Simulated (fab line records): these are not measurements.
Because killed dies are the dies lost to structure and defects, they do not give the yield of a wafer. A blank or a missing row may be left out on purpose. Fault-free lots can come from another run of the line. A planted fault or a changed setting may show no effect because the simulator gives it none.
A lot that was struck, set against a sound lot	flow nandHarc	20 out of 1159 route steps
Sound: wafers L380.1, L380.3, L380.5. Struck: wafer L385.4. At the end, the cause is stated.
Per side, at each step with rows, come the tool, then ch with its chambers, and then its first start. Under that, the readings that differ: sound wafers	struck wafers	difference of the means	sigmas: that difference in standard deviations of wafers without a fault.
alike: words and numbers the same on both sides, and readings whose means are apart by under 2 such deviations; not compared: readings that were withheld, readings missing a value for some wafer, numbers with overlapping values and no deviation given by the record, and bounds like >300 which may hide the same value.
Wherever a step has rows on one side only, a row that says differs or no value, or a row with sigmas, the two part there. When numbers do not overlap yet have no deviation, they are printed without sigmas and do not part them. Lack of a reading on every wafer of one side parts them only where that side has two or more wafers.

NHARC_P_CONTACT_DEP_00: deposits SiO2, target thk 500 nm.
  sound: pecvd-02 ch 0,1; struck: pecvd-04 ch 2
  alike: heaterPowerW, throttleValvePct
NHARC_P_CONTACT_CMP_01: polishes SiO2, target thk 200 nm.
  sound on cmp-03 ch 1,3, day 6 04:29; struck on cmp-01 ch 0, day 7 12:40
  alike: edgeZonePressureFrac, motorCurrentA, retainingRingPressureFrac
then, 9 steps without rows for these wafers: NHARC_P_CONTACT_SRD_03; NHARC_P_CONTACT_DEHYDRATE_04 (time 120 s); NHARC_P_CONTACT_HMDS_05 (time 30 s); NHARC_P_CONTACT_COAT_33 (time 75 s); NHARC_P_CONTACT_COAT_34 (time 65 s); NHARC_P_CONTACT_COAT_06 (resist thk 90 nm); NHARC_P_CONTACT_SOFTBAKE_07 (time 55 s); NHARC_P_CONTACT_EBR_08; NHARC_P_CONTACT_EXPOSE_09 (exposes mask P CA, target cd 90 nm).
NHARC_P_CONTACT_PEB_10: peb time 65 s.
  sound on lithoTrack-01 ch 0, day 6 05:05; struck on lithoTrack-06 ch 0, day 7 13:16
reading	sound	struck	difference	sigmas
heaterPowerTotalW (W)	157.1 157.0 156.0	154.8	-1.9	-5
plateTempC (C)	100.00 99.99 99.96	99.47	-0.51	-4
  alike: resistLineTempC
then, 1 step without rows for these wafers: NHARC_P_CONTACT_DEVELOP_11 (develop time 35 s).
NHARC_P_CONTACT_CD_MEAS_12 targets a cd of 90 nm.
  sound on cdSem-02 ch 0, day 6 05:10; struck on cdSem-02 ch 0, day 7 13:20
reading	sound	struck	difference	sigmas
cdNm (nm)	88.9 89.7 89.3	87.6	-1.7	-2
NHARC_P_CONTACT_OVL_MEAS_13:
  sound on overlay-02 at day 6 05:14; struck on overlay-02 at day 7 13:26
reading	sound	struck	difference	sigmas
overlayXNm (nm)	-1.6 -1.4 -1.6	0.4	+1.9	+2
  alike: overlayYNm
NHARC_P_CONTACT_INSPECT_14:
  sound on defectInspect-01 at day 6 05:17; struck on defectInspect-01 at day 7 13:28
  alike: rawDefectCount
NHARC_P_CONTACT_DESCUM_17: chemistry O2, time 3 s.
  sound on rieDiel-02 ch 0,1,3, day 6 05:21; struck on rieDiel-10 ch 1, day 7 13:32
reading	sound	struck	difference	sigmas
model.P_CONTACT.cdNm (nm)	88.34 89.98 89.62	87.26	-2.05	
  alike: drypumpMotorCurrentA, oesProductAu, rfVppV, showerheadPlenumPTorr, throttleValvePct
  not compared: rfHoursCounterH
NHARC_P_CONTACT_ETCH_35: etches the open film in CF4, target depth 39 nm, time 65 s.
  sound on rieDiel-02 ch 0,1,2, day 6 05:26; struck on rieDiel-10 ch 3, day 7 13:37
reading	sound	struck	difference	sigmas
model.P_CONTACT.cdNm (nm)	88.37 90.11 89.37	87.65	-1.63	
  alike: drypumpMotorCurrentA, oesProductAu, rfVppV, showerheadPlenumPTorr, throttleValvePct
  not compared: rfHoursCounterH
NHARC_P_CONTACT_ETCH_36: etches the open film in N2/H2, target depth 260 nm, time 406.25 s.
  sound: rieDiel-02 ch 0,2,3; struck: rieDiel-10 ch 3
  alike: drypumpMotorCurrentA, oesProductAu, rfVppV, showerheadPlenumPTorr, throttleValvePct
  not compared: rfHoursCounterH
then, 1 step without rows for these wafers: NHARC_END_SORT_01.

== WHERE THEY PART ==
Earliest at NHARC_P_CONTACT_PEB_10; latest, in this record, at NHARC_P_CONTACT_OVL_MEAS_13. Later steps at which nothing parts them and some readings are alike: NHARC_P_CONTACT_INSPECT_14, NHARC_P_CONTACT_DESCUM_17, NHARC_P_CONTACT_ETCH_35, NHARC_P_CONTACT_ETCH_36.

WHY: whatever the simulator had introduced
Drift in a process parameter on lithoTrack-06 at NHARC_P_CONTACT_PEB_10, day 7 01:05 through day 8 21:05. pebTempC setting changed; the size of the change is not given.
